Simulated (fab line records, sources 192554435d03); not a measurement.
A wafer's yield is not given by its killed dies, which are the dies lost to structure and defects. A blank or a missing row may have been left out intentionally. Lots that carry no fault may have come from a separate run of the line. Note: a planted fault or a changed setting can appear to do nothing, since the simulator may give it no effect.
fab line records	flow n5_finfet
record: lots: 7	wafers: 21
route steps=1938 shown MOL_CONTACT_COAG@595 BEOL_M0_SAQP@643 BEOL_M1@753 BEOL_M3@931
start_h: hours from the record's first day to the start of the lot's first wafer shown	wait_h: time in hours since the lot's previous step	" repeats the value in the row above	L1.1+2: one row covering several wafers at once	- no value, or no start given	* or withheld: withheld	< > ~ a bound
route shown NAME@n: a module of which the file shows steps, and the number in the route of the first	usual: mean/standard deviation of fault-free wafers	same: alike in all rows	chamber/n: place in a boat	sites: readings site by site	_std_site: their standard deviation	_edge_site: outer sites' mean less inner sites'	radius_mm: how far each site lies from the wafer's centre	mask NAME#n: copy n	behind: tool/chamber where the wafer was last shaped	hold: why the lot went on hold/how many hours it stayed there/how the hold came to an end	device: whichever transistor did not switch (one of n, p or np)	end of line: the route-end tests of the same wafers	a step with no rows: only its recipe	killed: at the first sort, the dies lost to defects and structure; wafer yield is something else	map: dies across one wafer; x = killed, . = not, _ = none there
set.NAME: the setting as run; set.NAME@STEP: as run at that earlier step	model.NAME: the simulator's own value behind a step, which no gauge read
lots with deliberately changed settings; one table per step, one row per wafer
== steps ==
step: N5_MOL_CONTACT_COAG_COAT_64
recipe: resist: underlayer	temp_c: 205	time_s: 60	spin_rpm: 1500	resist_thk_nm: 10
lot.wafer	tool	chamber	start_h	wait_h	set.spin_rpm	model.underlayer_of_MOL_CONTACT_COAG_COAT_64.thk_nm
L077.1+4	litho_track-04	0	-	-	1418	10.2
L077.2	"	0	"	"	1500	10
L079.1+3+4	litho_track-04	0	-	-	1500	10
L087.1	litho_track-05	0	-	-	1500	10
L087.2+4	"	0	"	"	1618	9.6
L089.2+3	litho_track-04	0	-	-	1500	10
L089.6	"	0	"	"	1349	10.6
L092.2+4	litho_track-04	0	-	-	1500	10
L092.5	"	0	"	"	1605	9.6
L093.3+5+6	litho_track-05	0	-	-	1500	10
L096.3+6	litho_track-02	0	-	-	1500	10
L096.4	"	0	"	"	1386	10.4
step: N5_MOL_CONTACT_COAG_EXPOSE_37
recipe: mask_id: VD	na: 0.33	source_shape: annular	sigma_inner: 0.3	sigma_outer: 0.7	polarization: unpolarized	defocus_nm: 0	dose_mj: 62
lot.wafer	tool	chamber	start_h	wait_h	mask	set.dose_mj
L077.1+2	euv_scanner-02	0	118.94	-	VD#0	60.12
L077.4	"	0	"	"	VD#0	62
L079.1+3+4	euv_scanner-02	0	134.23	-	VD#0	62
L087.1+2+4	euv_scanner-02	0	181.45	-	VD#0	62
L089.2+6	euv_scanner-01	0	190.97	-	VD#0	60.83
L089.3	"	0	"	"	VD#0	62
L092.2+4+5	euv_scanner-01	0	208.48	-	VD#0	62
L093.3	euv_scanner-02	0	211.69	-	VD#0	66.01
L093.5+6	"	0	"	"	VD#0	62
L096.3+4+6	euv_scanner-01	0	233.73	-	VD#0	62
step: N5_MOL_CONTACT_COAG_PEB_38
recipe: peb_temp_c: 100	peb_time_s: 60	resist: CAR-EUV
step: N5_MOL_CONTACT_COAG_DEVELOP_39
recipe: develop_time_s: 30	developer: TMAH	resist: CAR-EUV	rinse_liquid: surfactant_rinse	dry: air_spin	dev_temp_c: 23
step: N5_MOL_CONTACT_COAG_CD_MEAS_40
recipe: target_cd_nm: 25.1	landing_energy_ev: 500	detector: se_inlens	polarity: opening
usual: cd_nm: 25.21/0.26
lot.wafer	tool	chamber	start_h	wait_h	set.dose_mj@MOL_CONTACT_COAG_EXPOSE_37	cd_nm
L077.1	cd_sem-02	0	119.08	-	60.12	24.43
L077.2	"	0	"	"	60.12	24.23
L077.4	"	0	"	"	62	25.02
L079.1	cd_sem-03	0	134.37	-	62	25.72
L079.3	"	0	"	"	62	25.14
L079.4	"	0	"	"	62	25.28
L087.1	cd_sem-02	0	181.59	-	62	25.14
L087.2	"	0	"	"	62	25.23
L087.4	"	0	"	"	62	25.10
L089.2	cd_sem-02	0	191.10	-	60.83	24.94
L089.3	"	0	"	"	62	25.22
L089.6	"	0	"	"	60.83	25.06
L092.2	cd_sem-01	0	208.61	-	62	25.07
L092.4	"	0	"	"	62	24.60
L092.5	"	0	"	"	62	24.96
L093.3	cd_sem-01	0	211.82	-	66.01	26.72
L093.5	"	0	"	"	62	25.44
L093.6	"	0	"	"	62	25.69
L096.3	cd_sem-02	0	233.86	-	62	24.84
L096.4	"	0	"	"	62	24.93
L096.6	"	0	"	"	62	24.99
step: N5_MOL_CONTACT_COAG_DESCUM_45
recipe: chemistry: O2	time_s: 7	source_power_w: 50	bias_power_w: 20	pressure_mtorr: 20	rf_frequency_hz: 2.712e+07	temp_c: 40	resist: CAR-EUV	o2_flow_sccm: 225
step: N5_MOL_CONTACT_COAG_ETCH_65
recipe: chemistry: N2/H2	target: underlayer	target_depth_a: 130	mask_material: CAR-EUV	time_s: 10.4	ion_energy_ev: 200	pressure_mtorr: 30	source_w: 840	bias_w: 150	n2_flow_sccm: 200	h2_flow_sccm: 200	ends: cleared
lot.wafer	tool	chamber	start_h	wait_h	set.spin_rpm@MOL_CONTACT_COAG_COAT_64	model.etch.depth_nm
L077.1+4	rie_diel-04	2,1	119.26	0.0	1418	10.29
L077.2	"	0	"	"	1500	9.998
L079.1+3	rie_diel-06	1,2	134.61	0.0	1500	10.03
L079.4	"	1	"	"	1500	9.992
L087.1	rie_diel-04	1	181.75	0.0	1500	9.985
L087.2	"	3	"	"	1618	9.609
L087.4	"	1	"	"	1618	9.615
L089.2	rie_diel-04	2	191.26	0.0	1500	10
L089.3	"	1	"	"	1500	9.959
L089.6	"	2	"	"	1349	10.52
L092.2	rie_diel-05	3	208.77	0.0	1500	9.98
L092.4	"	2	"	"	1500	10
L092.5	"	1	"	"	1605	9.667
L093.3	rie_diel-05	3	211.98	0.0	1500	9.958
L093.5	"	3	"	"	1500	9.983
L093.6	"	2	"	"	1500	9.996
L096.3	rie_diel-06	0	234.20	0.0	1500	9.949
L096.4	"	3	"	"	1386	10.38
L096.6	"	0	"	"	1500	9.972
step: N5_BEOL_M0_SAQP_COAT_08
recipe: resist: CAR-ArF	spin_rpm: 1500	resist_thk_nm: 90
lot.wafer	tool	chamber	start_h	wait_h	set.spin_rpm	model.CAR-ArF_of_BEOL_M0_SAQP_COAT_08.thk_nm
L077.1	litho_track-01	0	-	-	1565	88
L077.2	"	0	"	"	1500	89.6
L077.4	"	0	"	"	1500	90
L079.1+3	litho_track-03	0	-	-	1500	90.2
L079.4	"	0	"	"	1500	90
L087.1+4	litho_track-03	0	-	-	1500	90.6
L087.2	"	0	"	"	1406	93.6
L089.2+3	litho_track-01	0	-	-	1500	90
L089.6	"	0	"	"	1580	87.4
L092.2	litho_track-03	0	-	-	1500	90
L092.4+5	"	0	"	"	1500	89.8
L093.3+5+6	litho_track-03	0	-	-	1500	89.8
L096.3+4	litho_track-03	0	-	-	1628	86.4
L096.6	"	0	"	"	1500	90
step: N5_BEOL_M0_SAQP_EXPOSE_11
recipe: mask_id: M0_CORE	na: 1.35	source_shape: dipole	sigma_inner: 0.538	sigma_outer: 0.738	polarization: te	target_cd_nm: 42	dose_mj: 55
lot.wafer	tool	chamber	start_h	wait_h	mask	set.dose_mj
L077.1+2	arfi_scanner-02	0	125.57	-	M0_CORE#0	55
L077.4	"	0	"	"	M0_CORE#0	51.55
L079.1+3+4	arfi_scanner-02	0	140.89	-	M0_CORE#0	55
L087.1+4	arfi_scanner-03	0	188.85	-	M0_CORE#0	55
L087.2	"	0	"	"	M0_CORE#0	52.34
L089.2+3+6	arfi_scanner-03	0	197.29	-	M0_CORE#0	55
L092.2	arfi_scanner-01	0	216.97	-	M0_CORE#0	52.66
L092.4+5	"	0	"	"	M0_CORE#0	55
L093.3	arfi_scanner-02	0	218.74	-	M0_CORE#0	55
L093.5+6	"	0	"	"	M0_CORE#0	53.57
L096.3+4+6	arfi_scanner-02	0	241.32	-	M0_CORE#0	55
step: N5_BEOL_M0_SAQP_PEB_12
recipe: peb_temp_c: withheld	peb_time_s: 60	resist: CAR-ArF
step: N5_BEOL_M0_SAQP_DEVELOP_13
recipe: develop_time_s: 30	developer: TMAH	resist: CAR-ArF	dev_temp_c: 23	rinse_liquid: diw	dry: air_spin
lot.wafer	tool	chamber	start_h	wait_h	set.spin_rpm@BEOL_M0_SAQP_COAT_08	model.CAR-ArF_of_BEOL_M0_SAQP_COAT_08.thk_nm
L077.1	litho_track-03	0	-	-	1565	86.4
L077.2	"	0	"	"	1500	88
L077.4	"	0	"	"	1500	88.2
L079.1	litho_track-03	0	-	-	1500	88.6
L079.3	"	0	"	"	1500	88.4
L079.4	"	0	"	"	1500	88.2
L087.1	litho_track-04	0	-	-	1500	88.8
L087.2	"	0	"	"	1406	91.8
L087.4	"	0	"	"	1500	89
L089.2+3	litho_track-04	0	-	-	1500	88.2
L089.6	"	0	"	"	1580	85.8
L092.2+4	litho_track-01	0	-	-	1500	88.2
L092.5	"	0	"	"	1500	88
L093.3+6	litho_track-04	0	-	-	1500	88.2
L093.5	"	0	"	"	1500	88
L096.3+4	litho_track-03	0	-	-	1628	84.8
L096.6	"	0	"	"	1500	88.4
step: N5_BEOL_M0_SAQP_CD_MEAS_14
recipe: target_cd_nm: 42.5	landing_energy_ev: 500	detector: se_inlens
usual: cd_nm: 42.4/0.39
lot.wafer	tool	chamber	start_h	wait_h	set.dose_mj@BEOL_M0_SAQP_EXPOSE_11	cd_nm
L077.1	cd_sem-01	0	125.70	-	55	42.3
L077.2	"	0	"	"	55	42.3
L077.4	"	0	"	"	51.55	44.8
L079.1	cd_sem-02	0	141.02	-	55	43.0
L079.3	"	0	"	"	55	42.2
L079.4	"	0	"	"	55	42.5
L087.1	cd_sem-01	0	188.97	-	55	42.9
L087.2	"	0	"	"	52.34	44.1
L087.4	"	0	"	"	55	43.1
L089.2	cd_sem-03	0	197.41	-	55	42.5
L089.3	"	0	"	"	55	42.4
L089.6	"	0	"	"	55	42.7
L092.2	cd_sem-03	0	217.09	-	52.66	43.3
L092.4	"	0	"	"	55	41.6
L092.5	"	0	"	"	55	42.4
L093.3	cd_sem-03	0	218.85	-	55	42.7
L093.5	"	0	"	"	53.57	43.6
L093.6	"	0	"	"	53.57	43.8
L096.3	cd_sem-03	0	241.44	-	55	42.2
L096.4	"	0	"	"	55	42.5
L096.6	"	0	"	"	55	42.4
step: N5_BEOL_M0_SAQP_DESCUM_19
recipe: chemistry: O2	time_s: 7.9	source_power_w: 50	bias_power_w: 20	pressure_mtorr: 20	rf_frequency_hz: 2.712e+07	temp_c: 40	resist: CAR-ArF	o2_flow_sccm: 225
lot.wafer	tool	chamber	start_h	wait_h	set.spin_rpm@BEOL_M0_SAQP_COAT_08	model.CAR-ArF_of_BEOL_M0_SAQP_COAT_08.thk_nm
L077.1	rie_diel-02	2	125.97	0.2	1565	81.4
L077.2	"	0	"	"	1500	83.2
L077.4	"	1	"	"	1500	83.4
L079.1	rie_diel-01	2	141.11	0.0	1500	83.6
L079.3+4	"	3,0	"	"	1500	83.4
L087.1	rie_diel-01	2	189.18	0.2	1500	84
L087.2	"	3	"	"	1406	87
L087.4	"	0	"	"	1500	84.2
L089.2+3	rie_diel-03	3,0	197.50	0.0	1500	83.4
L089.6	"	1	"	"	1580	81
L092.2+4	rie_diel-02	0,3	217.18	0.0	1500	83.4
L092.5	"	0	"	"	1500	83.2
L093.3+5	rie_diel-02	2	218.94	0.0	1500	83.2
L093.6	"	1	"	"	1500	83.4
L096.3	rie_diel-03	3	241.53	0.0	1628	80
L096.4	"	0	"	"	1628	79.8
L096.6	"	2	"	"	1500	83.6
step: N5_BEOL_M1_PECVD_72
recipe: material: SiO2	target_thk_a: 160	temp_c: 400	precursor: TEOS/O2	pressure_torr: 5.5	rf_w: 450	teos_flow_sccm: 53.8	gas: O2	flow_sccm: 3000	time_s: 18
lot.wafer	tool	chamber	start_h	wait_h	set.time_s	model.SiO2_of_BEOL_M1_PECVD_72.thk_nm
L077.1	pecvd-03	0	140.42	0.0	18	16.2
L077.2	"	2	"	"	18	15.8
L077.4	"	2	"	"	18	16
L079.1+3	pecvd-03	1,0	152.49	0.0	18	16
L079.4	"	1	"	"	18	16.4
L087.1	pecvd-03	0	201.06	0.0	18	15.8
L087.2	"	1	"	"	16.14	14.6
L087.4	"	1	"	"	16.14	14.8
L089.2	pecvd-03	2	206.91	0.0	18	15.6
L089.3	"	1	"	"	18	16
L089.6	"	0	"	"	18	16.2
L092.2	pecvd-01	2	229.20	0.0	18	15.8
L092.4	"	2	"	"	15.86	14.2
L092.5	"	0	"	"	15.86	14.6
L093.3	pecvd-01	2	230.51	0.0	18	15.8
L093.5	"	0	"	"	16.38	15
L093.6	"	2	"	"	18	16
L096.3	pecvd-02	0	257.13	0.0	18	16
L096.4	"	0	"	"	18	15.8
L096.6	"	1	"	"	16.88	15.2
step: N5_BEOL_M1_COAT_62
recipe: resist: SiARC	temp_c: 220	time_s: 60	spin_rpm: 1500	resist_thk_nm: 12
lot.wafer	tool	chamber	start_h	wait_h	set.spin_rpm	model.SiARC_of_BEOL_M1_COAT_62.thk_nm
L077.1+2+4	litho_track-02	0	-	-	1500	12
L079.1+3+4	litho_track-03	0	-	-	1500	12
L087.1+2	litho_track-04	0	-	-	1353	12.6
L087.4	"	0	"	"	1500	12
L089.2+6	litho_track-03	0	-	-	1500	12
L089.3	"	0	"	"	1574	11.6
L092.2+4+5	litho_track-02	0	-	-	1618	11.6
L093.3+5	litho_track-02	0	-	-	1429	12.4
L093.6	"	0	"	"	1500	12
L096.3+4+6	litho_track-03	0	-	-	1500	12
step: N5_BEOL_M1_COAT_73
recipe: resist: underlayer	temp_c: 205	time_s: 60	spin_rpm: 1500	resist_thk_nm: 5
step: N5_BEOL_M1_COAT_05
recipe: resist: CAR-EUV	spin_rpm: 1500	resist_thk_nm: 30
step: N5_BEOL_M1_DESCUM_16
recipe: chemistry: O2	time_s: 7	source_power_w: 50	bias_power_w: 20	pressure_mtorr: 20	rf_frequency_hz: 2.712e+07	temp_c: 40	resist: CAR-EUV	o2_flow_sccm: 225
step: N5_BEOL_M1_ETCH_74
recipe: chemistry: N2/H2	target: underlayer	target_depth_a: 65	mask_material: CAR-EUV	time_s: 5.2	ion_energy_ev: 200	pressure_mtorr: 30	source_w: 840	bias_w: 150	n2_flow_sccm: 200	h2_flow_sccm: 200	ends: cleared
step: N5_BEOL_M1_ETCH_63
recipe: chemistry: CF4	target: SiARC	target_depth_a: 156	mask_material: CAR-EUV	time_s: 26	ion_energy_ev: 80	pressure_mtorr: 40	source_w: 545	bias_w: 36	Ar_flow_sccm: 100	cf4_flow_sccm: 100	ends: cleared
lot.wafer	tool	chamber	start_h	wait_h	set.spin_rpm@BEOL_M1_COAT_62	model.etch.depth_nm	model.CAR-EUV_of_BEOL_M1_COAT_05.thk_nm
L077.1+2	rie_diel-03	2,1	141.43	0.0	1500	12.07	11
L077.4	"	3	"	"	1500	12.09	11.2
L079.1	rie_diel-02	3	153.88	0.0	1500	12.04	11.2
L079.3	"	0	"	"	1500	12.03	11
L079.4	"	2	"	"	1500	12	11.2
L087.1	rie_diel-01	3	203.41	0.0	1353	12.61	10.6
L087.2	"	1	"	"	1353	12.64	10.6
L087.4	"	0	"	"	1500	11.96	11.2
L089.2	rie_diel-01	2	208.21	0.0	1500	11.98	11.2
L089.3	"	3	"	"	1574	11.68	11.4
L089.6	"	0	"	"	1500	11.99	11.2
L092.2	rie_diel-02	2	230.67	0.0	1618	11.59	11.4
L092.4	"	3	"	"	1618	11.53	11.4
L092.5	"	2	"	"	1618	11.6	11.4
L093.3	rie_diel-02	2	231.38	0.0	1429	12.31	10.8
L093.5	"	3	"	"	1429	12.33	11
L093.6	"	0	"	"	1500	12.03	11.2
L096.3	rie_diel-02	0	258.59	0.0	1500	12	11
L096.4	"	3	"	"	1500	12.02	11
L096.6	"	0	"	"	1500	12.01	11
step: N5_BEOL_M1_DESCUM_33
recipe: chemistry: O2	time_s: 7	source_power_w: 50	bias_power_w: 20	pressure_mtorr: 20	rf_frequency_hz: 2.712e+07	temp_c: 40	resist: CAR-EUV	o2_flow_sccm: 225
lot.wafer	tool	chamber	start_h	wait_h	set.time_s	model.CAR-EUV_of_BEOL_M1_COAT_22.thk_nm
L077.1	rie_diel-01	2	142.25	0.0	7	26
L077.2+4	"	1,0	"	"	6.236	26.4
L079.1	rie_diel-02	2	154.72	0.0	7	26
L079.3+4	"	0,3	"	"	7	25.8
L087.1+2	rie_diel-02	1,2	204.35	0.0	7.904	25.6
L087.4	"	0	"	"	7	26
L089.2+3	rie_diel-01	1,0	209.20	0.1	7	26
L089.6	"	3	"	"	7.861	25.6
L092.2+4	rie_diel-02	0,3	231.64	0.0	7	26
L092.5	"	2	"	"	8.11	25.4
L093.3+6	rie_diel-02	0,2	232.20	0.0	8.068	25.6
L093.5	"	3	"	"	7	26
L096.3+4+6	rie_diel-03	0,2,0	259.41	0.0	7	26
step: N5_BEOL_M1_ETCH_77
recipe: chemistry: N2/H2	target: underlayer	target_depth_a: 65	mask_material: CAR-EUV	time_s: 5.2	ion_energy_ev: 200	pressure_mtorr: 30	source_w: 840	bias_w: 150	n2_flow_sccm: 200	h2_flow_sccm: 200	ends: cleared
lot.wafer	tool	chamber	start_h	wait_h	set.time_s@BEOL_M1_DESCUM_33	model.CAR-EUV_of_BEOL_M1_COAT_22.thk_nm
L077.1	rie_diel-01	2	142.28	0.0	7	20.4
L077.2+4	"	1,0	"	"	6.236	20.6
L079.1+4	rie_diel-02	2,3	154.76	0.0	7	20.2
L079.3	"	0	"	"	7	20
L087.1	rie_diel-02	1	204.39	0.0	7.904	19.8
L087.2	"	2	"	"	7.904	20
L087.4	"	0	"	"	7	20.2
L089.2	rie_diel-01	1	209.24	0.0	7	20.2
L089.3	"	0	"	"	7	20.4
L089.6	"	3	"	"	7.861	19.8
L092.2+4	rie_diel-02	0,3	231.67	0.0	7	20.2
L092.5	"	2	"	"	8.11	19.6
L093.3+6	rie_diel-02	0,2	232.23	0.0	8.068	19.8
L093.5	"	3	"	"	7	20.4
L096.3+6	rie_diel-03	0	259.45	0.0	7	20.2
L096.4	"	2	"	"	7	20.4
step: N5_BEOL_M1_ETCH_69
recipe: chemistry: CF4	target: SiARC	target_depth_a: 156	mask_material: CAR-EUV	time_s: 26	ion_energy_ev: 80	pressure_mtorr: 40	source_w: 545	bias_w: 36	Ar_flow_sccm: 100	cf4_flow_sccm: 100	ends: cleared
lot.wafer	tool	chamber	start_h	wait_h	set.time_s@BEOL_M1_DESCUM_33	model.CAR-EUV_of_BEOL_M1_COAT_22.thk_nm
L077.1	rie_diel-01	2	142.30	0.0	7	11.2
L077.2+4	"	1,0	"	"	6.236	11.6
L079.1+4	rie_diel-02	2,3	154.78	0.0	7	11
L079.3	"	0	"	"	7	10.8
L087.1+2	rie_diel-02	1,2	204.41	0.0	7.904	10.8
L087.4	"	0	"	"	7	11.2
L089.2+3	rie_diel-01	1,0	209.25	0.0	7	11.2
L089.6	"	3	"	"	7.861	10.6
L092.2+4	rie_diel-02	0,3	231.69	0.0	7	11
L092.5	"	2	"	"	8.11	10.6
L093.3	rie_diel-02	0	232.25	0.0	8.068	10.4
L093.5	"	3	"	"	7	11.2
L093.6	"	2	"	"	8.068	10.6
L096.3+6	rie_diel-03	0	259.47	0.0	7	11
L096.4	"	2	"	"	7	11.2
step: N5_BEOL_M1_ETCH_70
recipe: chemistry: N2/H2	target: SOC	target_depth_a: 800	overetch_a: 160	mask_material: SiARC	temp_c: 40	time_s: 120	ion_energy_ev: 200	pressure_mtorr: 30	source_w: 840	bias_w: 150	n2_flow_sccm: 200	h2_flow_sccm: 200
lot.wafer	tool	chamber	start_h	wait_h	set.time_s	model.SiARC_of_BEOL_M1_COAT_68.thk_nm
L077.1	rie_diel-01	2	142.99	0.0	120	6.2
L077.2	"	1	"	"	108.5	6.8
L077.4	"	3	"	"	120	6
L079.1+3+4	rie_diel-03	0,1,0	161.30	0.0	120	6.6
L087.1+4	rie_diel-01	2,3	206.24	0.0	120	6.2
L087.2	"	1	"	"	120	6.4
L089.2+3	rie_diel-01	2,1	218.27	0.0	103	7.2
L089.6	"	2	"	"	103	7
L092.2+4	rie_diel-03	0,1	232.97	0.0	145.3	5.4
L092.5	"	3	"	"	120	6.2
L093.3+5	rie_diel-01	3	236.85	0.0	105.3	7
L093.6	"	0	"	"	120	6.6
L096.3	rie_diel-02	0	266.34	0.0	137.8	5.6
L096.4	"	2	"	"	120	6.2
L096.6	"	1	"	"	120	6.4
step: N5_BEOL_M3_ILD_DEP_00
recipe: material: SiOC	target_thk_a: 790	temp_c: 350	precursor: DEMS/O2	pressure_torr: 5	rf_w: 500	time_s: 15.3
lot.wafer	tool	chamber	start_h	wait_h	set.time_s	model.SiOC_of_BEOL_M3_ILD_DEP_00.thk_nm
L077.1	pecvd-02	0	176.63	0.0	15.3	79
L077.2	"	1	"	"	15.3	79.2
L077.4	"	1	"	"	15.3	80
L079.1	pecvd-04	2	178.80	0.0	15.3	78.6
L079.3	"	0	"	"	15.3	78
L079.4	"	2	"	"	15.3	79.8
L087.1	pecvd-04	0	226.27	0.0	15.3	77.8
L087.2	"	1	"	"	15.3	78.8
L087.4	"	0	"	"	15.3	79.2
L089.2	pecvd-03	2	235.59	0.0	13.06	67.2
L089.3	"	1	"	"	15.3	80.4
L089.6	"	0	"	"	15.3	80.6
L092.2	pecvd-02	2	248.88	0.0	15.3	78.8
L092.4	"	1	"	"	14.52	75.2
L092.5	"	0	"	"	14.52	75
L093.3	pecvd-02	2	251.11	0.0	15.3	78.6
L093.5	"	1	"	"	15.3	79.4
L093.6	"	2	"	"	13.13	69.6
L096.3	pecvd-04	1	284.50	0.0	15.3	78
L096.4	"	2	"	"	15.3	79.4
L096.6	"	1	"	"	15.3	80.6
step: N5_BEOL_M3_THK_MEAS_01
recipe: reads: SiOC_of_BEOL_M3_ILD_DEP_00
usual: M3_ILD_THK: 79.4/1
lot.wafer	tool	chamber	start_h	wait_h	set.time_s@BEOL_M3_ILD_DEP_00	M3_ILD_THK[nm]
L077.1	film_metro-02	-	176.70	0.0	15.3	79.0
L077.2	"	-	"	"	15.3	79.2
L077.4	"	-	"	"	15.3	79.9
L079.1	film_metro-02	-	178.87	0.0	15.3	78.5
L079.3	"	-	"	"	15.3	78.0
L079.4	"	-	"	"	15.3	79.8
L087.1	film_metro-01	-	226.35	0.1	15.3	77.8
L087.2	"	-	"	"	15.3	78.9
L087.4	"	-	"	"	15.3	79.1
L089.2	film_metro-02	-	235.66	0.1	13.06	67.1
L089.3	"	-	"	"	15.3	80.4
L089.6	"	-	"	"	15.3	80.6
L092.2	film_metro-02	-	248.95	0.1	15.3	78.9
L092.4	"	-	"	"	14.52	75.3
L092.5	"	-	"	"	14.52	75.1
L093.3	film_metro-01	-	251.17	0.1	15.3	78.6
L093.5	"	-	"	"	15.3	79.4
L093.6	"	-	"	"	13.13	69.5
L096.3	film_metro-01	-	284.57	0.1	15.3	78.0
L096.4	"	-	"	"	15.3	79.3
L096.6	"	-	"	"	15.3	80.6
== key ==
split: step: N5_MOL_CONTACT_COAG_COAT_64	setting: spin_rpm	stated: 1500	by: wafer
response: step: N5_MOL_CONTACT_COAG_COAT_64	reading: model.underlayer_of_MOL_CONTACT_COAG_COAT_64.thk_nm	change: -0.0538	per: 1%	r: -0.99
response: step: N5_MOL_CONTACT_COAG_ETCH_65	reading: model.etch.depth_nm	change: -0.0515	per: 1%	r: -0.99
split: step: N5_MOL_CONTACT_COAG_EXPOSE_37	setting: dose_mj	stated: 62	by: wafer
response: step: N5_MOL_CONTACT_COAG_CD_MEAS_40	reading: cd_nm	change: +0.183	per: 1%	r: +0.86
split: step: N5_BEOL_M0_SAQP_COAT_08	setting: spin_rpm	stated: 1500	by: wafer
response: step: N5_BEOL_M0_SAQP_COAT_08	reading: model.CAR-ArF_of_BEOL_M0_SAQP_COAT_08.thk_nm	change: -0.447	per: 1%	r: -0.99
response: step: N5_BEOL_M0_SAQP_DEVELOP_13	reading: model.CAR-ArF_of_BEOL_M0_SAQP_COAT_08.thk_nm	change: -0.433	per: 1%	r: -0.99
response: step: N5_BEOL_M0_SAQP_DESCUM_19	reading: model.CAR-ArF_of_BEOL_M0_SAQP_COAT_08.thk_nm	change: -0.444	per: 1%	r: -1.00
split: step: N5_BEOL_M0_SAQP_EXPOSE_11	setting: dose_mj	stated: 55	by: wafer
response: step: N5_BEOL_M0_SAQP_CD_MEAS_14	reading: cd_nm	change: -0.332	per: 1%	r: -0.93
split: step: N5_BEOL_M1_PECVD_72	setting: time_s	stated: 18	by: wafer
response: step: N5_BEOL_M1_PECVD_72	reading: model.SiO2_of_BEOL_M1_PECVD_72.thk_nm	change: +0.11	per: 1%	r: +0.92
split: step: N5_BEOL_M1_COAT_62	setting: spin_rpm	stated: 1500	by: wafer
response: step: N5_BEOL_M1_COAT_62	reading: model.SiARC_of_BEOL_M1_COAT_62.thk_nm	change: -0.0683	per: 1%	r: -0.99
response: step: N5_BEOL_M1_ETCH_63	reading: model.etch.depth_nm	change: -0.0657	per: 1%	r: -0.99
response: step: N5_BEOL_M1_ETCH_63	reading: model.CAR-EUV_of_BEOL_M1_COAT_05.thk_nm	change: +0.058	per: 1%	r: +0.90
split: step: N5_BEOL_M1_DESCUM_33	setting: time_s	stated: 7	by: wafer
response: step: N5_BEOL_M1_DESCUM_33	reading: model.CAR-EUV_of_BEOL_M1_COAT_22.thk_nm	change: -0.0326	per: 1%	r: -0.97
response: step: N5_BEOL_M1_ETCH_77	reading: model.CAR-EUV_of_BEOL_M1_COAT_22.thk_nm	change: -0.0335	per: 1%	r: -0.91
response: step: N5_BEOL_M1_ETCH_69	reading: model.CAR-EUV_of_BEOL_M1_COAT_22.thk_nm	change: -0.0368	per: 1%	r: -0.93
split: step: N5_BEOL_M1_ETCH_70	setting: time_s	stated: 120	by: wafer
response: step: N5_BEOL_M1_ETCH_70	reading: model.SiARC_of_BEOL_M1_COAT_68.thk_nm	change: -0.0429	per: 1%	r: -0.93
split: step: N5_BEOL_M3_ILD_DEP_00	setting: time_s	stated: 15.3	by: wafer
response: step: N5_BEOL_M3_ILD_DEP_00	reading: model.SiOC_of_BEOL_M3_ILD_DEP_00.thk_nm	change: +0.786	per: 1%	r: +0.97
response: step: N5_BEOL_M3_THK_MEAS_01	reading: M3_ILD_THK	change: +0.792	per: 1%	r: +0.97
